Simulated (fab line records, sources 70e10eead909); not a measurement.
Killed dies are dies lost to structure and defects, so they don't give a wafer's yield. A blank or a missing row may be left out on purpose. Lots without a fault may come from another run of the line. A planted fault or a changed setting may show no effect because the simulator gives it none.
Chamber matching | flow nand_harc | NHARC_A_ZERO_WELL_DESCUM_12 on rie_diel-05: 3 sister chambers
The step chemistry O2, time 3 s. 6 wafers are shown with their chamber, then 4 later ones without.

WAFERS WITH THEIR CHAMBER
wafer  | chamber | oes_product_au (a.u.) | rf_vpp_V (V)
L514.1 | 3       | 1.002                 | 57.1
L515.1 | 3       | 0.994                 | 56.5
L521.5 | 0       | 1.007                 | 58.0
L521.6 | 1       | 0.996                 | 56.8
L522.1 | 0       | 1.001                 | 56.5
L522.5 | 1       | 0.994                 | 56.7

WAFERS WITHOUT THEIR CHAMBER
wafer  | oes_product_au (a.u.) | rf_vpp_V (V)
L522.6 | 0.993                 | 57.2
L526.3 | 0.996                 | 56.8
L526.4 | 0.998                 | 58.5
L529.1 | 0.999                 | 57.4

WHICH CHAMBER EACH WENT THROUGH
wafer  | from the rows above          | in truth
L522.6 | can't be placed: 1 or 3 or 0 | 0
L526.3 | can't be placed: 1 or 3 or 0 | 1
L526.4 | can't be placed: 0 or 3 or 1 | 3
L529.1 | can't be placed: 3 or 0 or 1 | 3
Placed correctly: 0 of 4. Can't be placed from these rows: 4 (the true chamber is among the candidates in 4). Placed wrongly: 0.
How it was worked out, from the rows above alone: a wafer's distance from a chamber is the root of the sum, over the readings, of the square of ((its reading less the chamber's mean) divided by the reading's scatter). The wafer belongs to the nearest chamber; if the next one is less than 2 further off, it can't be placed. A chamber's mean is the mean of its shown wafers. The scatter: the root of (the sum of the squares of (reading less its chamber's mean) over the shown wafers, divided by (wafers less chambers)).
